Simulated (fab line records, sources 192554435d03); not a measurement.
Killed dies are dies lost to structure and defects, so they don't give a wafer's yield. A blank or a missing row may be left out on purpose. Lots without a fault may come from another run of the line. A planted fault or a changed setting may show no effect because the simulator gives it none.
Chamber matching | flow n5_finfet | N5_ILD0_CMP_12 on cmp-03: 4 sister chambers
The step polishes SiNx, stops on poly-Si, t overpolish 6 s, target thk 17.67 nm. 8 wafers are shown with their chamber, then 7 later ones without.

WAFERS WITH THEIR CHAMBER
wafer  | chamber | motor_current_A (A) | overpolish_run_s (s)
L617.4 | 0       | 10.8                | 6.000
L619.4 | 3       | 8.6                 | 5.999
L619.6 | 1       | 8.8                 | 5.999
L620.4 | 1       | 8.8                 | 5.994
L620.5 | 2       | 9.6                 | 6.010
L620.6 | 3       | 8.4                 | 6.007
L622.2 | 2       | 9.3                 | 5.988
L622.4 | 0       | 11.2                | 5.997

WAFERS WITHOUT THEIR CHAMBER
wafer  | motor_current_A (A) | overpolish_run_s (s)
L622.5 | 8.8                 | 6.003
L632.1 | 8.7                 | 6.018
L632.2 | 11.1                | 6.005
L632.3 | 9.2                 | 6.002
L636.3 | 10.9                | 6.004
L636.5 | 11.6                | 5.997
L636.6 | 8.6                 | 5.991

WHICH CHAMBER EACH WENT THROUGH
wafer  | from the rows above     | in truth
L622.5 | can't be placed: 1 or 3 | 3
L632.1 | can't be placed: 3 or 1 | 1
L632.2 | 0                       | 0
L632.3 | can't be placed: 2 or 1 | 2
L636.3 | 0                       | 0
L636.5 | 0                       | 0
L636.6 | can't be placed: 1 or 3 | 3
Placed correctly: 3 of 7. Can't be placed from these rows: 4 (the true chamber is among the candidates in 4). Placed wrongly: 0.
How it was worked out, from the rows above alone: a wafer's distance from a chamber is the root of the sum, over the readings, of the square of ((its reading less the chamber's mean) divided by the reading's scatter). The wafer belongs to the nearest chamber; if the next one is less than 2 further off, it can't be placed. A chamber's mean is the mean of its shown wafers. The scatter: the root of (the sum of the squares of (reading less its chamber's mean) over the shown wafers, divided by (wafers less chambers)).
